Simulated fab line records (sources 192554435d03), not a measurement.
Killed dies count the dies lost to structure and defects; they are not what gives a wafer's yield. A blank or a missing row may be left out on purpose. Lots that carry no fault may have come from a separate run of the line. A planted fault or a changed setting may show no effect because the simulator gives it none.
Matching of chambers + flow n5-finfet + 3 sister chambers for N5_BEOL_M10_DEP_56 on pecvd-01
The step deposits SiCN from 3MS/NH3, target thk 15 nm, time 26.5 s. 6 wafers are shown with their chamber, then 8 later ones without.

## WAFERS PAIRED WITH THEIR CHAMBERS
| wafer  | chamber | throttle-valve-pct (%) | showerhead-plenum-p-Torr (Torr) |
|--------|---------|------------------------|---------------------------------|
| L079.4 | 2       | 8.6                    | 3.667                           |
| L086.3 | 2       | 8.4                    | 3.677                           |
| L089.4 | 1       | 8.9                    | 3.646                           |
| L087.5 | 1       | 9.4                    | 3.653                           |
| L087.6 | 0       | 9.3                    | 3.680                           |
| L090.2 | 0       | 9.3                    | 3.670                           |

## WAFERS WITH NO CHAMBER GIVEN
| wafer  | throttle-valve-pct (%) | showerhead-plenum-p-Torr (Torr) |
|--------|------------------------|---------------------------------|
| L090.3 | 9.0                    | 3.645                           |
| L090.5 | 9.2                    | 3.669                           |
| L092.2 | 8.2                    | 3.681                           |
| L092.4 | 9.2                    | 3.676                           |
| L092.5 | 8.4                    | 3.665                           |
| L095.1 | 8.3                    | 3.671                           |
| L095.4 | 8.8                    | 3.654                           |
| L095.6 | 9.0                    | 3.670                           |

## WHICH CHAMBER EACH WENT THROUGH
| wafer  | from the rows above          | in truth |
|--------|------------------------------|----------|
| L090.3 | 1                            | 1        |
| L090.5 | can't be placed: 0 or 1      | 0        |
| L092.2 | 2                            | 2        |
| L092.4 | 0                            | 0        |
| L092.5 | 2                            | 2        |
| L095.1 | 2                            | 2        |
| L095.4 | can't be placed: 1 or 2      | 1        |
| L095.6 | can't be placed: 0 or 2 or 1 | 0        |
Correct placement for 5 of the 8. Can't be placed from these rows: 3 (the true chamber is among the candidates in 3). Wrongly placed: 0.
How it was worked out, from the rows above alone: a wafer's distance from a chamber is the root of the sum, over the readings, of the square of ((its reading less the chamber's mean) divided by the reading's scatter). If the next closest chamber is less than 2 further off than the closest, the wafer can't be placed; otherwise it belongs to the closest. Each chamber's mean is taken over the wafers shown for it. The scatter: take each reading less its chamber's mean, square it, sum over the shown wafers, divide by the number of wafers less the number of chambers, and take the root.
